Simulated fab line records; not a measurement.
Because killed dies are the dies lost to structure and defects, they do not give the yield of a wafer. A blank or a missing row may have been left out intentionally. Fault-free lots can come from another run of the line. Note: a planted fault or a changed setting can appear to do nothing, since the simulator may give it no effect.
fab line records | flow nand-harc
record lots=6 | wafers=16 | last-day=34
route steps=1302 shown A_SGD_CUT@916 A_SLIT@922 END@1302
lots untouched by any fault: they come from a run of this same line in which no faults occurred
start-h: hours from the record's first day to the start of the lot's first wafer shown | wait-h: hours since the lot's step before | " the same as in the row above | L1.1+2: a single row standing in for several wafers | - no value, or no start was given | * or withheld: withheld | < > ~ a bound
route shown NAME@n: names a module that has steps shown in the file, with the first one's number in the route | usual: mean and standard deviation over wafers with no fault | same: alike in all rows | chamber/n: place in a boat | sites: the reading at each site | _std_site: their standard deviation | _edge_site: inner sites' mean taken away from outer sites' mean | radius-mm: how far each site lies from the wafer's centre | mask NAME#n: copy n | behind: the last tool/chamber to shape the wafer | hold: what put the lot on hold/how long, in hours/how the hold closed | device: whichever transistor did not switch (one of n, p or np) | end of line: tests run on the same wafers once the route is complete | step lacking rows: just its recipe | killed: not the wafer's yield, but the dies lost to structure and defects at the first sort | map: a wafer's dies, marking killed ones x, the rest . and places with no die _
set.NAME: the setting that was run; set.NAME@STEP: the one run at that earlier step | model.NAME: the simulator's own value behind a step, which no gauge read
lots at selected steps of the route; one table per step, one row per wafer
services: the hour from which a tool's chamber was out of use, counted from the record's first day as start-h (under 0 if before that day), plus the number of hours and why
## steps
# step NHARC_A_SGD_CUT_THK_MEAS_22
# recipe thk-meas-gauge=ellipsometry
# usual thk-nm=148.3/1.3
lot.wafer | tool          | chamber | start-h | wait-h | thk-nm
L761.3    | film-metro-01 | -       | 481.32  | 0.2    | 149.6
L761.4    | "             | -       | "       | "      | 146.0
L761.5    | "             | -       | "       | "      | 149.0
L762.2    | film-metro-02 | -       | 489.66  | 0.2    | 148.1
L762.5    | "             | -       | "       | "      | 147.4
L762.6    | "             | -       | "       | "      | 146.9
L770.4    | film-metro-02 | -       | 552.72  | 0.2    | 149.4
L770.5    | "             | -       | "       | "      | 147.8
L774.2    | film-metro-02 | -       | 590.94  | 0.2    | 147.5
L774.6    | "             | -       | "       | "      | 148.2
L779.1    | film-metro-02 | -       | 634.45  | 0.2    | 147.3
L779.2    | "             | -       | "       | "      | 146.9
L779.6    | "             | -       | "       | "      | 146.2
L782.1    | film-metro-01 | -       | 683.17  | 0.2    | 147.3
L782.4    | "             | -       | "       | "      | 145.9
L782.5    | "             | -       | "       | "      | 148.6
# step NHARC_A_SGD_CUT_SRD_23
# step NHARC_A_SGD_CUT_ETCH_26
# recipe target-depth-a=458 | chemistry=dHF | material=SiO2
# step NHARC_A_SGD_CUT_ETCHBACK_24
# recipe target-depth-a=500 | over-etch-frac=0.3 | time-s=92.857 | ion-energy-ev=120 | ch3f-flow-sccm=50 | o2-flow-sccm=30 | ar-flow-sccm=200 | rf-w=500 | bias-w=100 | chemistry=CH3F/O2
# usual drypump-motor-current-A=5.9/0.48 | oes-product-au=0.95/0.032 | rf-vpp-V=244.6/1.6 | showerhead-plenum-p-Torr=2.48/0.096 | throttle-valve-pct=20.663/0.0096
lot.wafer | tool        | chamber | start-h | wait-h | drypump-motor-current-A | oes-product-au | rf-hours-counter-h | rf-vpp-V | showerhead-plenum-p-Torr | throttle-valve-pct
L761.4    | rie-diel-10 | 1       | 481.55  | 0.1    | 5.7                     | 0.92           | 3                  | 246.9    | 2.61                     | 20.659
L761.3    | "           | 2       | "       | "      | 6.2                     | 0.93           | 3                  | 244.0    | 2.48                     | 20.670
L761.5    | "           | 2       | "       | "      | 6.2                     | 0.94           | -                  | 243.7    | 2.48                     | 20.675
L762.2    | rie-diel-12 | 0       | 489.90  | 0.1    | 6.0                     | 1.00           | 3                  | 246.9    | 2.60                     | 20.666
L762.5    | "           | 3       | "       | "      | 5.9                     | 0.99           | -                  | 245.4    | 2.56                     | 20.651
L762.6    | "           | 0       | "       | "      | 6.0                     | 0.98           | -                  | 245.9    | 2.60                     | 20.660
L770.4    | rie-diel-01 | 0       | 552.97  | 0.2    | 5.3                     | 1.02           | 6                  | 246.1    | 2.48                     | 20.667
L770.5    | "           | 3       | "       | "      | 6.6                     | 1.00           | -                  | 247.7    | 2.63                     | 20.659
L774.2    | rie-diel-10 | 0       | 591.20  | 0.2    | 5.7                     | 0.92           | 10                 | 243.4    | 2.44                     | 20.675
L774.6    | "           | 1       | "       | "      | 5.7                     | 0.93           | -                  | 246.3    | 2.61                     | 20.669
L779.1    | rie-diel-10 | 1       | 634.67  | 0.1    | 5.7                     | 0.92           | 2                  | 247.2    | 2.61                     | 20.663
L779.2    | "           | 0       | "       | "      | 5.7                     | 0.92           | 2                  | 244.0    | 2.44                     | 20.671
L779.6    | "           | 2       | "       | "      | 6.2                     | 0.93           | -                  | 245.5    | 2.48                     | 20.662
L782.4    | rie-diel-12 | 2       | 683.41  | 0.2    | 5.3                     | 0.94           | 4                  | 243.8    | 2.45                     | 20.658
L782.1    | "           | 0       | "       | "      | 6.0                     | 0.91           | 4                  | 245.7    | 2.59                     | 20.660
L782.5    | "           | 1       | "       | "      | 5.1                     | 0.93           | -                  | 247.0    | 2.48                     | 20.678
# step NHARC_A_SGD_CUT_STRIP_28
# recipe time-s=20 | o2-flow-sccm=500 | ar-flow-sccm=0 | bias-w=0 | chemistry=O2
# usual drypump-motor-current-A=5.9/0.49 | oes-product-au=0.997/0.0091 | rf-vpp-V=57.8/0.84 | showerhead-plenum-p-Torr=3.56/0.13 | throttle-valve-pct=17.036/0.0089
lot.wafer | tool        | chamber | start-h | wait-h | drypump-motor-current-A | oes-product-au | rf-hours-counter-h | rf-vpp-V | showerhead-plenum-p-Torr | throttle-valve-pct
L761.4    | rie-diel-10 | 1       | -       | -      | 5.7                     | 1.000          | 3                  | 58.2     | 3.74                     | 17.053
L761.3    | "           | 0       | "       | "      | 5.7                     | 1.010          | 3                  | 58.2     | 3.50                     | 17.030
L761.5    | "           | 2       | "       | "      | 6.2                     | 1.005          | -                  | 58.4     | 3.56                     | 17.034
L762.2    | rie-diel-12 | 2       | -       | -      | 5.4                     | 0.982          | 3                  | 57.9     | 3.52                     | 17.031
L762.5    | "           | 2       | "       | "      | 5.3                     | 0.982          | -                  | 59.0     | 3.52                     | 17.067
L762.6    | "           | 3       | "       | "      | 6.0                     | 0.987          | -                  | 59.2     | 3.67                     | 17.034
L770.4    | rie-diel-01 | 2       | -       | -      | 5.8                     | 1.010          | 7                  | 57.2     | 3.30                     | 17.031
L770.5    | "           | 2       | "       | "      | 5.8                     | 1.004          | -                  | 56.7     | 3.30                     | 17.027
L774.2    | rie-diel-10 | 0       | -       | -      | 5.7                     | 1.003          | 10                 | 58.6     | 3.50                     | 17.025
L774.6    | "           | 1       | "       | "      | 5.7                     | 1.005          | -                  | 56.7     | 3.74                     | 17.029
L779.1    | rie-diel-10 | 0       | -       | -      | 5.7                     | 0.998          | 2                  | 57.7     | 3.50                     | 17.039
L779.2    | "           | 2       | "       | "      | 6.2                     | 1.000          | 2                  | 57.3     | 3.55                     | 17.038
L779.6    | "           | 1       | "       | "      | 5.7                     | 0.996          | -                  | 57.8     | 3.74                     | 17.037
L782.4    | rie-diel-12 | 2       | -       | -      | 5.3                     | 0.991          | 4                  | 58.1     | 3.51                     | 17.040
L782.1    | "           | 3       | "       | "      | 5.9                     | 0.993          | 4                  | 59.4     | 3.66                     | 17.034
L782.5    | "           | 0       | "       | "      | 6.0                     | 0.992          | -                  | 58.1     | 3.71                     | 17.036
# step NHARC_A_SGD_CUT_INSPECT_25
# usual raw-defect-count=343/75
lot.wafer | tool              | chamber | start-h | wait-h | raw-defect-count
L761.3    | defect-inspect-02 | -       | 481.79  | -      | 353
L761.4    | "                 | -       | "       | "      | 406
L761.5    | "                 | -       | "       | "      | 357
L762.2    | defect-inspect-01 | -       | 490.16  | -      | 393
L762.5    | "                 | -       | "       | "      | 336
L762.6    | "                 | -       | "       | "      | 301
L770.4    | defect-inspect-02 | -       | 553.19  | -      | 398
L770.5    | "                 | -       | "       | "      | 314
L774.2    | defect-inspect-02 | -       | 591.40  | -      | 373
L774.6    | "                 | -       | "       | "      | 391
L779.1    | defect-inspect-02 | -       | 634.91  | -      | 291
L779.2    | "                 | -       | "       | "      | 282
L779.6    | "                 | -       | "       | "      | 282
L782.1    | defect-inspect-02 | -       | 683.64  | -      | 235
L782.4    | "                 | -       | "       | "      | 281
L782.5    | "                 | -       | "       | "      | 279
# step NHARC_A_SLIT_DEP_25
# recipe target-thk-a=2000 | temp-c=400 | pressure-torr=6.5 | rf-w=900 | teos-flow-sccm=161.4 | flow-sccm=2650 | target-thk-nm=200 | gas=O2 | material=SiO2
# usual heater-power-w=541/100 | throttle-valve-pct=15.8/0.68
lot.wafer | tool     | chamber | start-h | wait-h | heater-power-w | throttle-valve-pct
L761.3    | pecvd-02 | 2       | 481.93  | 0.1    | 448            | 16.0
L761.4    | "        | 0       | "       | "      | 615            | 16.0
L761.5    | "        | 2       | "       | "      | 464            | 16.1
L762.2    | pecvd-02 | 0       | 490.27  | 0.1    | 657            | 16.1
L762.6    | "        | 2       | "       | "      | 429            | 16.0
L762.5    | "        | 1       | "       | "      | 465            | 16.7
L770.5    | pecvd-02 | 0       | 553.79  | 0.6    | 654            | 16.6
L770.4    | "        | 1       | "       | "      | 519            | 16.7
L774.2    | pecvd-04 | 1       | 591.54  | 0.1    | 438            | 16.4
L774.6    | "        | 0       | "       | "      | 578            | 14.6
L779.1    | pecvd-02 | 2       | 635.02  | 0.1    | 415            | 15.9
L779.2    | "        | 0       | "       | "      | 743            | 16.0
L779.6    | "        | 0       | "       | "      | 748            | 15.9
L782.1    | pecvd-04 | 1       | 683.70  | 0.1    | 462            | 16.7
L782.4    | "        | 1       | "       | "      | 468            | 16.2
L782.5    | "        | 0       | "       | "      | 698            | 14.5
# step NHARC_A_SLIT_DEP_00
# recipe target-thk-a=62000 | temp-c=400 | material=aC
# usual throttle-valve-pct=35.000/0.0087
lot.wafer | tool       | chamber | start-h | wait-h | throttle-valve-pct
L761.3    | acl-dep-03 | 0       | 483.46  | -      | 35.012
L761.4    | "          | 0       | "       | "      | 34.995
L761.5    | "          | 0       | "       | "      | 34.988
L762.2    | acl-dep-01 | 0       | 491.44  | -      | 35.004
L762.5    | "          | 0       | 493.34  | -      | 34.990
L762.6    | "          | 0       | "       | "      | 35.007
L770.4    | acl-dep-03 | 0       | 563.14  | -      | 34.990
L770.5    | "          | 0       | "       | "      | 35.005
L774.2    | acl-dep-02 | 0       | 592.43  | -      | 35.006
L774.6    | "          | 0       | 594.92  | -      | 35.010
L779.1    | acl-dep-03 | 0       | 635.32  | -      | 34.998
L779.2    | "          | 0       | "       | "      | 35.009
L779.6    | "          | 0       | 638.47  | -      | 35.014
L782.1    | acl-dep-03 | 0       | 684.05  | -      | 34.991
L782.4    | "          | 0       | 685.91  | -      | 35.016
L782.5    | "          | 0       | "       | "      | 34.996
# step NHARC_A_SLIT_DEP_23
# recipe target-thk-a=1000 | target-thk-nm=100 | temp-c=400 | pressure-torr=3.5 | flow-sccm=200 | rf-w=350 | material=SiON
# usual heater-power-w=736/92
lot.wafer | tool     | chamber | start-h | wait-h | heater-power-w
L761.3    | pecvd-02 | 2       | 486.05  | 2.0    | 613
L761.4    | "        | 2       | "       | "      | 623
L761.5    | "        | 0       | "       | "      | 930
L762.2    | pecvd-04 | 1       | 494.69  | 2.6    | 705
L762.5    | "        | 2       | "       | "      | 713
L762.6    | "        | 1       | "       | "      | 708
L770.4    | pecvd-04 | 2       | 565.12  | 1.4    | 809
L770.5    | "        | 0       | "       | "      | 803
L774.2    | pecvd-04 | 0       | 595.68  | 2.6    | 778
L774.6    | "        | 1       | "       | "      | 677
L779.1    | pecvd-02 | 1       | 639.15  | 3.2    | 730
L779.2    | "        | 2       | "       | "      | 660
L779.6    | "        | 0       | "       | "      | 890
L782.1    | pecvd-03 | 2       | 687.84  | 3.2    | 769
L782.5    | "        | 0       | "       | "      | 625
L782.4    | "        | 1       | "       | "      | 758
# step NHARC_A_SLIT_DEHYDRATE_01
# recipe temp-c=150 | time-s=120
# step NHARC_A_SLIT_HMDS_02
# recipe time-s=30
# step NHARC_A_SLIT_COAT_03
# recipe spin-rpm=1500 | resist-thk-nm=90
# step NHARC_A_SLIT_SOFTBAKE_04
# recipe temp-c=105 | time-s=55
# usual heater-power-total-W=188.46/0.14
lot.wafer | tool           | chamber | start-h | wait-h | heater-power-total-W
L761.3    | litho-track-04 | 0       | 486     | -      | 188.55
L761.4    | "              | 0       | "       | "      | 188.33
L761.5    | "              | 0       | "       | "      | 188.46
L762.2    | litho-track-06 | 0       | 494     | -      | 188.44
L762.5    | "              | 0       | "       | "      | 188.48
L762.6    | "              | 0       | "       | "      | 188.42
L770.4    | litho-track-04 | 0       | 565     | -      | 188.57
L770.5    | "              | 0       | "       | "      | 195.86
L774.2    | litho-track-04 | 0       | 596     | -      | 188.57
L774.6    | "              | 0       | "       | "      | 195.49
L779.1    | litho-track-06 | 0       | 639     | -      | 188.48
L779.2    | "              | 0       | "       | "      | 188.43
L779.6    | "              | 0       | "       | "      | 188.71
L782.1    | litho-track-01 | 0       | 688     | -      | 188.74
L782.4    | "              | 0       | "       | "      | 188.42
L782.5    | "              | 0       | "       | "      | 188.25
# step NHARC_A_SLIT_EBR_05
# step NHARC_END_SORT_01
# recipe temp-c=25
# usual killed-at-array=50/18 | killed-at-other=0.8/1.1 | killed-at-periphery=4.1/2.9 | killed-dies=55/18 | killed-open=3.5/1.9 | killed-short=2.4/1.5
# same gross-dies=677
lot.wafer | tool      | chamber | start-h | wait-h | killed-at-array | killed-at-other | killed-at-periphery | killed-dies | killed-open | killed-short
L762.2    | prober-01 | 0       | 604.61  | 2.8    | 47              | 1               | 3                   | 51          | 1           | 4
L762.5    | prober-01 | 0       | 607.01  | 3.7    | 54              | 0               | 0                   | 54          | 3           | 3
L762.6    | prober-01 | 0       | 607.81  | 4.0    | 54              | 0               | 1                   | 55          | 4           | 2
L774.2    | prober-01 | 0       | 711.78  | 2.8    | 29              | 0               | 3                   | 32          | 4           | 1
L774.6    | prober-01 | 0       | 714.93  | 3.9    | 42              | 1               | 2                   | 45          | 5           | 3
# killed by level:class
L762.2 A_CHANNEL_HOLE_D1:chamber-film-flake=25 A_CHANNEL_HOLE_D2:chamber-film-flake=10 A_STAIRCASE:chamber-film-flake=3 A_M0:chamber-film-flake=3 P_M0:geometric-particle:short=2 A_CONTACT:chamber-film-flake=2 A_ONON_D2:geometric-particle:short=1 A_WL_FILL:geometric-particle:short=1
L762.5 A_CHANNEL_HOLE_D1:chamber-film-flake=29 A_CHANNEL_HOLE_D2:chamber-film-flake=9 A_STAIRCASE:chamber-film-flake=3 A_DECK1_JOINT:chamber-film-flake=2 A_CHANNEL_FILL_D2:chamber-film-flake=2 A_CONTACT:chamber-film-flake=2 A_ONON_D1:geometric-particle:short=1 A_DECK1_JOINT:geometric-particle:open=1
L762.6 A_CHANNEL_HOLE_D1:chamber-film-flake=31 A_CHANNEL_HOLE_D2:chamber-film-flake=12 A_M0:geometric-particle:open=2 A_STAIRCASE:chamber-film-flake=2 A_CHANNEL_FILL_D1:geometric-particle:open=1 A_CHANNEL_FILL_D1:geometric-particle:short=1 A_DECK1_JOINT:geometric-particle:open=1 A_WL_FILL:geometric-particle:short=1
L774.2 A_CHANNEL_HOLE_D2:chamber-film-flake=10 A_CHANNEL_HOLE_D1:chamber-film-flake=6 A_SLIT:chamber-film-flake=4 A_WL_FILL:chamber-film-flake=2 A_CONTACT:chamber-film-flake=2 P_M2:geometric-particle:open=1 P_M2:geometric-particle:short=1 A_SGD_CUT:geometric-particle:open=1
L774.6 A_CHANNEL_HOLE_D2:chamber-film-flake=21 A_CHANNEL_HOLE_D1:chamber-film-flake=10 A_WL_FILL:geometric-particle:open=2 A_SLIT:chamber-film-flake=2 A_WL_FILL:chamber-film-flake=2 A_CONTACT:chamber-film-flake=2 P_GATE:geometric-particle:short=1 P_M0:geometric-particle:open=1
## services
tool           | chamber | start-h | hours | kind
rie-diel-12    | 0       | 469.70  | 9.3   | repair
rie-diel-01    | 3       | 471.01  | 12.4  | repair
rie-diel-01    | 0       | 483.50  | 16.5  | repair
acl-dep-03     | -       | 486.00  | 13.0  | pm
pecvd-03       | 2       | 495.96  | 17.4  | repair
rie-diel-12    | 3       | 498.09  | 9.4   | repair
litho-track-01 | -       | 505.01  | 7.0   | pm
litho-track-06 | -       | 529.00  | 7.0   | pm
pecvd-03       | -       | 547.31  | 13.0  | pm
acl-dep-01     | -       | 551.86  | 13.0  | pm
litho-track-04 | -       | 553.00  | 7.0   | pm
rie-diel-01    | -       | 557.83  | 9.0   | pm
pecvd-04       | -       | 575.79  | 0.4   | repair
pecvd-02       | -       | 589.11  | 13.0  | pm
pecvd-04       | 2       | 593.35  | 6.0   | repair
rie-diel-10    | -       | 596.59  | 9.0   | pm
pecvd-02       | 0       | 614.44  | 12.6  | repair
rie-diel-12    | -       | 622.69  | 9.0   | pm
pecvd-04       | -       | 631.06  | 13.0  | pm
rie-diel-01    | 3       | 644.26  | 42.2  | repair
rie-diel-10    | 2       | 665.03  | 3.1   | repair
acl-dep-03     | -       | 667.71  | 13.0  | pm
rie-diel-10    | 3       | 676.25  | 7.9   | repair
litho-track-01 | -       | 680.01  | 7.0   | pm
## key
first-sign step=NHARC_A_SLIT_SOFTBAKE_04 | reading=heater-power-total-W | direction=up | sigmas=53 | usual=* | struck=*
effect none on later readings
met-at NHARC_A_SLIT_SOFTBAKE_04
struck-wafers L770.5,L774.6
sort-left-out L770.5
tester-left-out L770,L774
onset-between 486 565
fault kind=process-parameter-drift | tool=litho-track-04 | chamber=- | onset-h=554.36 | steps=NHARC_A_SLIT_SOFTBAKE_04 | channel=time-s | offset=* | shape=step | end-h=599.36 | scope=struck-wafers-only | acts-in=* | stated=*
# tester-left-out: of these lots the tester's yield and bins aren't shown, on N5 and GAA mostly nor the transistor test; their killed dies are dies lost to structure and defects alone, not to doping, threshold or leakage, so they don't give the yield
# sort-left-out: the simulated sort isn't trusted on such a fault, so these wafers' sort isn't shown, and their yield isn't known
